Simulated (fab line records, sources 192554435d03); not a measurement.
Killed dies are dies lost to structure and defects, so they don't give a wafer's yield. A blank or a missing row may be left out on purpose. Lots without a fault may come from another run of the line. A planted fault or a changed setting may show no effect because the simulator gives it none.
Split-lot experiment | flow n5_finfet | 7 lots, 21 wafers read, on a route of 1938 steps

THE SPLIT
At N5_SD_EPI_N_EPI_21 (deposits Si:P, time 690 s), the setting time_s was moved away from the recipe's 690 s on 8 of the 21 wafers read, by -18.8% to +17.6%. The other wafers ran this setting at the recipe's value.

The reading is taken at the split's own step.

THE READING
Si-P_of_SD_EPI_N_EPI_21.thk_nm (the simulator's own value, which no gauge read), in nm, at N5_SD_EPI_N_EPI_21 (deposits Si:P, time 690 s). The file gives no usual value for it. The 13 wafers here that ran the recipe average 59.3 nm, standard deviation 1 nm.

wafer  | tool, chamber at the split | time_s as run, s | against the recipe | Si-P_of_SD_EPI_N_EPI_21.thk_nm, nm | against lot-mates on the recipe
L079.1 | epi_rpcvd-02, 0            | 690              | recipe             | 61.6                               | -
L079.3 | epi_rpcvd-02, 0            | 594.4            | -13.9%             | 55.2                               | -6.3
L079.6 | epi_rpcvd-02, 0            | 690              | recipe             | 61.4                               | -
L080.1 | epi_rpcvd-04, 0            | 690              | recipe             | 59.2                               | -
L080.3 | epi_rpcvd-04, 0            | 690              | recipe             | 59.2                               | -
L080.5 | epi_rpcvd-04, 0            | 581.3            | -15.8%             | 52.4                               | -6.8
L090.2 | epi_rpcvd-01, 0            | 750              | +8.7%              | 62.2                               | +2.8
L090.3 | epi_rpcvd-01, 0            | 750              | +8.7%              | 62.8                               | +3.4
L090.4 | epi_rpcvd-01, 0            | 690              | recipe             | 59.4                               | -
L093.1 | epi_rpcvd-01, 0            | 690              | recipe             | 58.4                               | -
L093.2 | epi_rpcvd-01, 0            | 690              | recipe             | 58.4                               | -
L093.4 | epi_rpcvd-01, 0            | 690              | recipe             | 58.4                               | -
L095.3 | epi_rpcvd-02, 0            | 560.4            | -18.8%             | 51.8                               | -7.2
L095.5 | epi_rpcvd-02, 0            | 690              | recipe             | 59                                 | -
L095.6 | epi_rpcvd-02, 0            | 560.4            | -18.8%             | 51                                 | -8.0
L096.1 | epi_rpcvd-01, 0            | 690              | recipe             | 59.4                               | -
L096.3 | epi_rpcvd-01, 0            | 590.6            | -14.4%             | 53.6                               | -5.3
L096.5 | epi_rpcvd-01, 0            | 690              | recipe             | 58.4                               | -
L097.3 | epi_rpcvd-02, 0            | 690              | recipe             | 58.6                               | -
L097.5 | epi_rpcvd-02, 0            | 811.4            | +17.6%             | 65.6                               | +6.5
L097.6 | epi_rpcvd-02, 0            | 690              | recipe             | 59.6                               | -

THE FIT
A straight line over all 21 wafers: Si-P_of_SD_EPI_N_EPI_21.thk_nm changes by +0.39 nm for each +1% of time_s; r = +0.97; the points scatter about the line by 0.96 nm.
The same after taking each lot's own level away (the mean of its wafers on the recipe; 21 wafers): +0.396 nm for each +1%; r = +0.99; scatter 0.39 nm.
On that fit, the largest move of time_s shifts the reading by 7.4 nm.
The lots' own levels span 58.40 to 61.50 nm, that is 3.0 times the standard deviation above.
So the lot-to-lot level changes the slope little: the two slopes agree.
Check: with one of the wafers moved furthest among these (-18.8%) left out of the fit, the line predicts -7.66 nm for it against its lot-mates. It came out at -7.2 nm against them.

OTHER SPLITS ON THESE WAFERS
These wafers also went through other splits before the reading. Each is held against what the fit with the lots' levels taken away leaves over:
other split on the same wafers | wafers away from the commonest value | r with Si-P_of_SD_EPI_N_EPI_21.thk_nm (lot level and that fit taken away)
N5_ZERO_LAYER_PECVD_02 time_s  | 6                                    | -0.24
N5_WELL_APT_EXPOSE_05 dose_mj  | 6                                    | -0.11
N5_WELL_APT_PEB_06 peb_time_s  | 10                                   | +0.11
N5_FIN_SAQP_PEB_14 peb_time_s  | 7                                    | -0.17
N5_DUMMY_GATE_ETCH_32 time_s   | 8                                    | +0.10

THE WHOLE CHAIN: every reading that the file lists as answering this split, in the file's order
step                    | what it does              | reading                                                                         | change (the file's fit)              | r (the file's)
N5_SD_EPI_N_EPI_21      | deposits Si:P, time 690 s | Si-P_of_SD_EPI_N_EPI_21.thk_nm (the simulator's own value, which no gauge read) | +0.4 nm for each +1% of the setting  | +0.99
N5_SD_EPI_N_EPI_MEAS_23 |                           | thk_nm                                                                          | withheld for each +1% of the setting | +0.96

THE FILE'S OWN FIT
Si-P_of_SD_EPI_N_EPI_21.thk_nm changes by +0.4 nm for each +1% of time_s, r = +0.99.
